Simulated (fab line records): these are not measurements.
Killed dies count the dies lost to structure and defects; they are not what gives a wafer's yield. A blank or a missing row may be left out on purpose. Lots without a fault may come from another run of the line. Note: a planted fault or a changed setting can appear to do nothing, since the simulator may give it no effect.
Chamber matching | flow n5Finfet | N5_HKMG_FIN_ETCH_31 on rieDiel-01: 4 sister chambers
The step etches SiARC in CF4, target depth 45.5 nm, time 75.8 s. 8 wafers are shown with their chamber, then 8 later ones without.

WAFERS PAIRED WITH THEIR CHAMBERS
wafer  | chamber | drypumpMotorCurrentA (A) | showerheadPlenumPTorr (Torr)
L078.6 | 1       | 6.5                      | 2.11
L077.6 | 3       | 5.1                      | 1.97
L084.1 | 1       | 6.4                      | 2.10
L084.3 | 0       | 6.2                      | 2.06
L084.4 | 3       | 5.1                      | 1.97
L087.2 | 0       | 6.2                      | 2.06
L087.5 | 2       | 5.4                      | 2.21
L088.2 | 2       | 5.4                      | 2.20

WAFERS WITH NO CHAMBER GIVEN
wafer  | drypumpMotorCurrentA (A) | showerheadPlenumPTorr (Torr)
L088.3 | 6.5                      | 2.10
L088.6 | 6.5                      | 2.10
L089.2 | 5.1                      | 1.96
L089.3 | 5.4                      | 2.20
L089.5 | 5.1                      | 1.96
L090.2 | 6.2                      | 2.06
L090.4 | 5.4                      | 2.20
L090.6 | 6.4                      | 2.10

CHAMBER TAKEN BY EACH
wafer  | from the rows above | in truth
L088.3 | 1                   | 1
L088.6 | 1                   | 1
L089.2 | 3                   | 3
L089.3 | 2                   | 2
L089.5 | 3                   | 3
L090.2 | 0                   | 0
L090.4 | 2                   | 2
L090.6 | 1                   | 1
Correct placement for 8 of the 8. From these rows, 0 cannot be placed. Wrongly placed: 0.
How it was worked out, from the rows above alone: a wafer's distance from a chamber is the root of the sum, over the readings, of the square of ((its reading less the chamber's mean) divided by the reading's scatter). If the next closest chamber is less than 2 further off than the closest, the wafer can't be placed; otherwise it belongs to the closest. The mean given for a chamber averages the wafers shown for that chamber. The scatter is the square root of a quotient: the sum, over the shown wafers, of each reading's squared deviation from its chamber's mean, divided by wafers minus chambers.
